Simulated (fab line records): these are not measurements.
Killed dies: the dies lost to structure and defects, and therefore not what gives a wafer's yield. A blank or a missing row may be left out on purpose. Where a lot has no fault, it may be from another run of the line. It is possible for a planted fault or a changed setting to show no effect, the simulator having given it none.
Chamber matching    flow nand_harc    NHARC_A_CONTACT_DESCUM_47 on rie_diel-08 has 4 sister chambers
The step chemistry O2, time 3 s. 4 wafers are shown with their chamber, then 8 later ones without.

== WAFERS WITH THEIR CHAMBER ==
wafer   chamber  showerhead_plenum_p_Torr (Torr)
L085.1  1        2.07
L085.2  0        1.83
L085.5  3        1.78
L090.1  2        2.07

== WAFERS WITH NO CHAMBER GIVEN ==
wafer   showerhead_plenum_p_Torr (Torr)
L090.2  1.77
L090.3  1.82
L090.4  2.06
L090.5  1.82
L090.6  2.06
L092.3  2.06
L092.4  1.82
L092.6  2.06

== WHICH CHAMBER EACH WENT THROUGH ==
wafer   from the rows above      in truth
L090.2  3                        3
L090.3  0                        0
L090.4  can't be placed: 1 or 2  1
L090.5  0                        0
L090.6  can't be placed: 1 or 2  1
L092.3  can't be placed: 1 or 2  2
L092.4  0                        0
L092.6  can't be placed: 1 or 2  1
4 of 8 placed correctly. Unplaceable from these rows: 4, with the true chamber sitting among the candidates in 4. Wrongly placed: 0.
How it was worked out, from the rows above alone: a wafer's distance from a chamber is the root of the sum, over the readings, of the square of ((its reading less the chamber's mean) divided by the reading's scatter). If the next closest chamber is less than 2 further off than the closest, the wafer can't be placed; otherwise it belongs to the closest. For every chamber, the mean is computed from those of its wafers that are shown. The scatter: with one shown wafer a chamber, the root of the mean of the squares of how far each hidden wafer lies from its nearest shown one.
